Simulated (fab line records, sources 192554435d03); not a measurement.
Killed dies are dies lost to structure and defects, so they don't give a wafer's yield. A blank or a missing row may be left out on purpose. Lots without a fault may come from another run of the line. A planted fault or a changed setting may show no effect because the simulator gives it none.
Chamber matching | flow n5_finfet | N5_FIN_SAQP_ALD_61 on ald_sin-03: 4 sister chambers
The step deposits SiO2, target thk 4 nm, pulse time 1 s, purge time 2 s. 4 wafers are shown with their chamber, then 12 later ones without.

WAFERS WITH THEIR CHAMBER
wafer  | chamber | heater_power_w (W)
L088.1 | 2       | 511
L089.2 | 1       | 446
L089.4 | 3       | 456
L089.5 | 0       | 439

WAFERS WITHOUT THEIR CHAMBER
wafer  | heater_power_w (W)
L090.1 | 472
L090.2 | 480
L090.4 | 439
L092.1 | 429
L092.2 | 458
L092.3 | 487
L094.2 | 459
L094.3 | 459
L094.4 | 499
L095.3 | 455
L095.4 | 494
L095.5 | 490

WHICH CHAMBER EACH WENT THROUGH
wafer  | from the rows above               | in truth
L090.1 | can't be placed: 3 or 1 or 0 or 2 | 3
L090.2 | can't be placed: 3 or 2 or 1 or 0 | 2
L090.4 | can't be placed: 0 or 1 or 3      | 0
L092.1 | can't be placed: 0 or 1 or 3      | 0
L092.2 | can't be placed: 3 or 1 or 0      | 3
L092.3 | can't be placed: 2 or 3 or 1 or 0 | 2
L094.2 | can't be placed: 3 or 1 or 0      | 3
L094.3 | can't be placed: 3 or 1 or 0      | 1
L094.4 | 2                                 | 2
L095.3 | can't be placed: 3 or 1 or 0      | 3
L095.4 | can't be placed: 2 or 3           | 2
L095.5 | can't be placed: 2 or 3 or 1      | 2
Placed correctly: 1 of 12. Can't be placed from these rows: 11 (the true chamber is among the candidates in 11). Placed wrongly: 0.
How it was worked out, from the rows above alone: a wafer's distance from a chamber is the root of the sum, over the readings, of the square of ((its reading less the chamber's mean) divided by the reading's scatter). The wafer belongs to the nearest chamber; if the next one is less than 2 further off, it can't be placed. A chamber's mean is the mean of its shown wafers. The scatter: with one shown wafer a chamber, the root of the mean of the squares of how far each hidden wafer lies from its nearest shown one.
